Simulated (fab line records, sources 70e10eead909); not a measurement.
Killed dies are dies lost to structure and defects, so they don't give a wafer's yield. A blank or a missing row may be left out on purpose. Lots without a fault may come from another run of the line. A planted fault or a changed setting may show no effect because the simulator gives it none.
A struck lot beside a sound one | flow nand_harc | 13 steps out of a route of 1302
Sound: wafers L116.1, L116.2, L116.5. Struck: wafer L127.6. (L127.2, L127.5 of the same lot were not struck and are left out.) The cause comes at the end.
At each step with rows: each side's tool, then ch and its chambers, then its first start. Under that, the readings that differ: sound wafers | struck wafers | difference of the means | sigmas: that difference in standard deviations of wafers without a fault.
alike: readings whose means differ by less than 2 such deviations, and words and numbers that are the same on both sides. not compared: withheld readings, readings that some wafer has no value for, bounds like >300 that may hide the same value, and numbers for which the record gives no deviation and whose values overlap.
The two part at a step that has a row with sigmas, a row that says differs or no value, or rows on one side only. Numbers that don't overlap but have no deviation are shown without sigmas and don't part them. A reading that every wafer of one side lacks parts them only if that side has two wafers or more.

first, 1 step without rows for these wafers: NHARC_A_STAIRCASE_HARDBAKE_218 (time 140 s).
NHARC_A_STAIRCASE_DESCUM_219: chemistry O2, time 3 s.
  sound on rie_diel-05 ch 0,1,2, day 18 16:46; struck on rie_diel-05 ch 2, day 23 23:18
  reading                | sound                | struck | difference | sigmas
  throttle_valve_pct (%) | 11.310 11.291 11.293 | 11.320 | +0.022     | +2
  alike: drypump_motor_current_A, oes_product_au, rf_vpp_V, showerhead_plenum_p_Torr
  not compared: rf_hours_counter_h
NHARC_A_STAIRCASE_TRIM_220: chemistry O2, time 211.2 s.
  sound on rie_diel-05 ch 0,2, day 18 16:58; struck on rie_diel-05 ch 0, day 23 23:23
  alike: drypump_motor_current_A, oes_product_au, rf_vpp_V, showerhead_plenum_p_Torr, throttle_valve_pct
  not compared: rf_hours_counter_h
NHARC_A_STAIRCASE_ETCH_221: etches the open film in C4F8/O2, target depth 100 nm, time 40.5 s.
  sound on rie_diel-05 ch 0,2; struck on rie_diel-05 ch 1
  alike: bias_w, oes_product_au, rf_vpp_V
  not compared: rf_hours_counter_h
then, 1 step without rows for these wafers: NHARC_A_STAIRCASE_TRIM_222 (chemistry O2, time 211.2 s).
NHARC_A_STAIRCASE_ETCH_223: etches the open film in C4F8/O2, target depth 100 nm, time 40.5 s.
  sound on rie_diel-05 ch 0,1; struck on rie_diel-05 ch 1
  alike: bias_w, oes_product_au, rf_vpp_V
  not compared: rf_hours_counter_h
then, 3 steps without rows for these wafers: NHARC_A_STAIRCASE_TRIM_224 (chemistry O2, time 211.2 s); NHARC_A_STAIRCASE_ETCH_225 (etches the open film in C4F8/O2, target depth 100 nm, time 40.5 s); NHARC_A_STAIRCASE_TRIM_226 (chemistry O2, time 211.2 s).
NHARC_A_STAIRCASE_ETCH_227: etches the open film in C4F8/O2, target depth 100 nm, time 40.5 s.
  sound on rie_diel-05 ch 0,2; struck on rie_diel-05 ch 3
  reading               | sound             | struck | difference | sigmas
  oes_product_au (a.u.) | 0.969 0.944 0.964 | 0.928  | -0.031     | -2
  alike: bias_w, rf_vpp_V
  not compared: rf_hours_counter_h
NHARC_A_STAIRCASE_TRIM_229: chemistry O2, time 211.2 s.
  sound on rie_diel-04 ch 1,2, day 18 18:20; struck on rie_diel-10 ch 2, day 24 00:27
  reading               | sound             | struck | difference | sigmas
  oes_product_au (a.u.) | 1.000 1.004 0.998 | 1.210  | +0.209     | +16
  alike: drypump_motor_current_A, rf_vpp_V, showerhead_plenum_p_Torr, throttle_valve_pct
  not compared: rf_hours_counter_h
then, 1 step without rows for these wafers: NHARC_A_STAIRCASE_ETCH_230 (etches the open film in C4F8/O2, target depth 100 nm, time 40.5 s).
-- the record jumps here: 9 days lie between the struck wafers' starts before and after (it left off in module A_STAIRCASE and takes up again in module END, whose first step shown is number 1302 of the route) --
NHARC_END_SORT_01:
  sound on prober-01 ch 0, day 27 04:10; struck on prober-02 ch 0, day 33 00:54
  reading         | sound    | struck                   | difference                   | sigmas
  hold            | - - -    | await_dispo/3.5h/release | no value on the sound wafers |
  killed_at_array | 43 51 61 | 609                      | +557                         | +33
  killed_dies     | 53 64 69 | 618                      | +556                         | +33
  alike: killed_at_other, killed_at_periphery, killed_open, killed_short

WHERE THEY PART
First at NHARC_A_STAIRCASE_DESCUM_219; last, within this record, at NHARC_END_SORT_01.

WHY: what the simulator had put in
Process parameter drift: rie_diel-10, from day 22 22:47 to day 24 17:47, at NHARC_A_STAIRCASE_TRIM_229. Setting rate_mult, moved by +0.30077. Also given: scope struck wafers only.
